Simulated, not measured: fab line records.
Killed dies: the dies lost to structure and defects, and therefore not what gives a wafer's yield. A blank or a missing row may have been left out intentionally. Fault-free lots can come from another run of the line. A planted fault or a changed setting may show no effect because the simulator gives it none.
Matching of chambers / flow nand harc / cmp-02 running NHARC_P_BONDPAD_CMP_19: 4 sister chambers
The step polishes, t overpolish 30 s, cu recess touch 16 s, target thk 160.81 nm. 8 wafers are shown with their chamber, then 7 later ones without.

== WAFERS PAIRED WITH THEIR CHAMBERS ==
wafer=L081.4; chamber=2; motor current A (A)=12.9; overpolish run s (s)=29.999
wafer=L083.2; chamber=3; motor current A (A)=12.1; overpolish run s (s)=30.006
wafer=L083.5; chamber=2; motor current A (A)=13.2; overpolish run s (s)=29.996
wafer=L086.1; chamber=1; motor current A (A)=15.0; overpolish run s (s)=29.996
wafer=L086.2; chamber=3; motor current A (A)=11.8; overpolish run s (s)=30.001
wafer=L086.3; chamber=0; motor current A (A)=14.2; overpolish run s (s)=29.992
wafer=L085.4; chamber=1; motor current A (A)=14.6; overpolish run s (s)=29.992
wafer=L085.5; chamber=0; motor current A (A)=13.9; overpolish run s (s)=29.997

== WAFERS WHOSE CHAMBER IS MISSING ==
wafer=L085.6; motor current A (A)=11.2; overpolish run s (s)=29.986
wafer=L089.1; motor current A (A)=12.4; overpolish run s (s)=29.994
wafer=L089.3; motor current A (A)=12.8; overpolish run s (s)=30.008
wafer=L089.6; motor current A (A)=11.8; overpolish run s (s)=29.982
wafer=L090.2; motor current A (A)=13.7; overpolish run s (s)=29.996
wafer=L090.4; motor current A (A)=12.7; overpolish run s (s)=29.992
wafer=L090.5; motor current A (A)=11.9; overpolish run s (s)=29.996

== EACH ONE'S CHAMBER ==
wafer=L085.6; from the rows above=3; in truth=3
wafer=L089.1; from the rows above=can't be placed: 2 or 3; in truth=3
wafer=L089.3; from the rows above=can't be placed: 2 or 3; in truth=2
wafer=L089.6; from the rows above=can't be placed: 3 or 2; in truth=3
wafer=L090.2; from the rows above=can't be placed: 0 or 2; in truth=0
wafer=L090.4; from the rows above=2; in truth=2
wafer=L090.5; from the rows above=3; in truth=3
Correctly placed: 3 of 7. These rows do not allow placing 4 (true chamber among the candidates in 4). Wrongly placed: 0.
How it was worked out, from the rows above alone: a wafer's distance from a chamber is the root of the sum, over the readings, of the square of ((its reading less the chamber's mean) divided by the reading's scatter). If the next closest chamber is less than 2 further off than the closest, the wafer can't be placed; otherwise it belongs to the closest. The mean given for a chamber averages the wafers shown for that chamber. The scatter: the root of (the sum of the squares of (reading less its chamber's mean) over the shown wafers, divided by (wafers less chambers)).
